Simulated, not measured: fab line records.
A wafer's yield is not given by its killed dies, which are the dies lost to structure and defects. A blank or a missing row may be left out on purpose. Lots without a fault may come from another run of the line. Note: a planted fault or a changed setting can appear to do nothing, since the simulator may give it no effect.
8D (eight disciplines) problem report, filled in by code    flow n5 finfet    the parts of the form that need people (team, actions taken, sign-off) are left out

1. PROBLEM STATEMENT
Mean of exposure dose mJ cm2 at N5_MIM_BOT_LITHO_EXPOSE_05: 24.731 across 6 wafers in 2 lots; on wafers with no fault it is 24.253 (standard deviation 0.023). That is +21 standard deviations from the usual mean.
The step: exposes mask MIM BOT.
Seen first at day 16 09:04 on krf scanner-01, wafer L918.1. The record holds 33 wafers of 11 lots with a number at this step. Rule for "out" (also "out of limits"): further than 4 standard deviations from the usual mean. The other wafers with a number count as sound.

2. WHAT IT IS AND WHAT IT IS NOT
question                     is                      is not
which readings at this step  exposure dose mJ cm2    -
which lots                   L918, L919              L903, L904, L905, L906, L907, L917, L920, L922, L925
which wafers of those lots   all that have a number  -
read on which tools          krf scanner-01          krf scanner-02
when                         from day 16 09:04       up to then (18 sound wafers); but 9 sound wafers of L920, L922, L925 came after

3. WHAT RULES OUT EACH SUSPECT
Counting: a tool at any process step up to the reading remains a suspect when it ran all the lots that are out and ran no sound lot after the first of those.
- pecvd-02 at N5_PASSIVATION_PECVD_00 (deposits SiO2 from SiH4/N2O, target thk 200 nm, time 11.2 s): kept. It ran every lot that is out, first L918 (day 16 01:51), and no sound lot after that; its last sound lot up to then is L905 (day 12 06:48).
- pvd sputter-02 at N5_MIM_TOP_SPUTTER_03 (material TiN, target thk 35 nm, time 89.7 s): kept. It ran every lot that is out, first L918 (day 16 07:59), and no sound lot after that; its last sound lot up to then is L917 (day 15 06:29).
- krf scanner-01 at N5_MIM_BOT_LITHO_EXPOSE_05 (exposes mask MIM BOT): kept. It ran every lot that is out, first L918 (day 16 09:04), and no sound lot after that; its last sound lot up to then is L917 (day 15 07:26). On those wafers its own readings are out: exposure dose mJ cm2.
Left after counting: pecvd-02 at N5_PASSIVATION_PECVD_00, pvd sputter-02 at N5_MIM_TOP_SPUTTER_03, krf scanner-01 at N5_MIM_BOT_LITHO_EXPOSE_05.

4. THE CAUSE (what the simulator had put in)
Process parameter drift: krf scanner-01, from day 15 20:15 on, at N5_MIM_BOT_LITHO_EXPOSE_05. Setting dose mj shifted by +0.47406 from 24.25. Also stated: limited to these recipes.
Counting leaves 3 suspects; this tool is one of them.

5. THE CHAIN OF EFFECTS, in route order
Each row: a reading whose mean over the struck wafers that have a number lies more than 3 standard deviations from the usual. Scope: only readings with a usual standard deviation given in the record; hours: median across lots of the time from each lot's start at the first step in this table that gives one to its start at this step; sigmas: change in usual standard deviations.
hours  step                         reading               usual      on struck wafers  change  sigmas
0      N5_MIM_BOT_LITHO_EXPOSE_05   exposure dose mJ cm2  24.253     24.731            +0.478  +21
0      N5_MIM_BOT_LITHO_CD_MEAS_08  cd nm                 3000.4 nm  3005.1            +4.7    +3.1
Here are the process steps it includes:
- N5_MIM_BOT_LITHO_EXPOSE_05: exposes mask MIM BOT.

6. HOW IT WOULD HAVE BEEN CAUGHT EARLIER
First out-of-limits reading in this record: day 16 09:04, which is 13 hours after fault onset at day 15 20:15.
